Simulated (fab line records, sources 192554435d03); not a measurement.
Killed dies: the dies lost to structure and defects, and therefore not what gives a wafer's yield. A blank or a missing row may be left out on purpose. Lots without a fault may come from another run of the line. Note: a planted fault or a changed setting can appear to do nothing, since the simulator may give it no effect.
What tool caused it? + flow n5Finfet + 9 lots with 26 wafers sampled at 4 steps, on a route of 1938 steps

== WHAT EACH GAUGE READ, for each wafer ==
N5_SD_ACTIVATION_RS_MEAS_03: the measuring method here is four-point-probe.
| lot  | measured    | on           | RS_SD_N (ohm/sq)  |
|------|-------------|--------------|-------------------|
| L364 | day 3 19:14 | filmMetro-02 | 21.38 21.93 22.11 |
| L367 | day 4 12:28 | filmMetro-01 | 21.61 21.64 21.65 |
| L369 | day 4 21:28 | filmMetro-01 | 21.65 21.62 21.70 |
| L370 | day 5 06:11 | filmMetro-02 | 22.23 22.16 22.05 |
| L372 | day 5 15:44 | filmMetro-01 | 22.13 21.98 21.97 |
| L374 | day 6 07:23 | filmMetro-01 | 22.04 21.82       |
| L378 | day 7 03:50 | filmMetro-01 | 25.89 26.10 26.09 |
| L380 | day 7 16:44 | filmMetro-02 | 25.90 26.03 26.42 |
| L385 | day 8 23:49 | filmMetro-01 | 22.33 22.40 22.18 |

== WHICH TOOL RAN EACH LOT (tool, then ch and the chambers of the sampled wafers, then the start) ==
| lot  | N5_SD_EPI_N_ETCHBACK_44          | N5_SD_EPI_P_ETCH_16              | N5_SD_ACTIVATION_LSA_01          |
|------|----------------------------------|----------------------------------|----------------------------------|
| L364 | rieDiel-02 ch 0,1,3, day 3 10:03 | rieDiel-04 ch 1,2, day 3 14:46   | laserAnneal-01 ch 0, day 3 19:02 |
| L367 | rieDiel-01 ch 0,2, day 4 03:55   | rieDiel-05 ch 1,2,3, day 4 08:56 | laserAnneal-02 ch 0, day 4 12:16 |
| L369 | rieDiel-06 ch 0,2,3, day 4 11:51 | rieDiel-04 ch 0,1, day 4 17:51   | laserAnneal-02 ch 0, day 4 21:17 |
| L370 | rieDiel-06 ch 1,2, day 4 21:25   | rieDiel-05 ch 1,2,3, day 5 02:33 | laserAnneal-01 ch 0, day 5 06:00 |
| L372 | rieDiel-01 ch 0,1, day 5 07:11   | rieDiel-04 ch 0,2,3, day 5 12:11 | laserAnneal-01 ch 0, day 5 15:32 |
| L374 | rieDiel-06 ch 2, day 5 23:11     | rieDiel-05 ch 0,3, day 6 03:49   | laserAnneal-02 ch 0, day 6 07:13 |
| L378 | rieDiel-01 ch 0,2, day 6 18:46   | rieDiel-03 ch 2,3, day 7 00:14   | laserAnneal-02 ch 0, day 7 03:38 |
| L380 | rieDiel-02 ch 2,3, day 7 06:55   | rieDiel-04 ch 1,3, day 7 12:22   | laserAnneal-02 ch 0, day 7 16:32 |
| L385 | rieDiel-06 ch 0,1,2, day 8 14:09 | rieDiel-05 ch 1,3, day 8 19:24   | laserAnneal-01 ch 0, day 8 23:38 |
- N5_SD_EPI_N_ETCHBACK_44: etches SiNx in CH3F/O2, stops on SiO2, target depth 14.5 nm.
- N5_SD_EPI_P_ETCH_16: etches SiO2 in CHF3/O2, target depth 5 nm.
- N5_SD_ACTIVATION_LSA_01: time 0.0008 s.

== THE ANSWER, worked out from the rows above alone ==
Rule: the usual values come from the lots themselves. Put in order of their means at a reading, lots are off if they are a third of the lots or fewer, leave a main group of 4 or more, and stand apart from it by a gap of 3 or more times the standard deviation of the main group's means; of several such gaps the widest counts. Not used: any main group whose means are identical at the precision the tables above print for the reading. A lot without any number at a reading at which 4 lots or more have one is off too. The other lots that the step has rows for count as sound.
Off: L378, L380, at N5_SD_ACTIVATION_RS_MEAS_03 (RS_SD_N). For the main group the mean is 21.93 ohm/sq and the standard deviation 0.23.
If a tool, at a process step before that reading, ran all the lots that are off and no sound lot after the first of them, it fits. Gauges at N5_SD_ACTIVATION_RS_MEAS_03: tried the same way as those tools. One fits: N5_SD_ACTIVATION_LSA_01 on laserAnneal-02. Its last sound lot is L374 (day 6 07:13), its first lot that is off L378 (day 7 03:38): a fault that began between those two fits.

== WHAT HAD BEEN PUT IN BY THE SIMULATOR ==
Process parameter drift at N5_SD_ACTIVATION_LSA_01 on laserAnneal-02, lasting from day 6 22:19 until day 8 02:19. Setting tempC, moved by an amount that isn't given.
Struck lots among those shown: L378, L380. The rule above found the same.
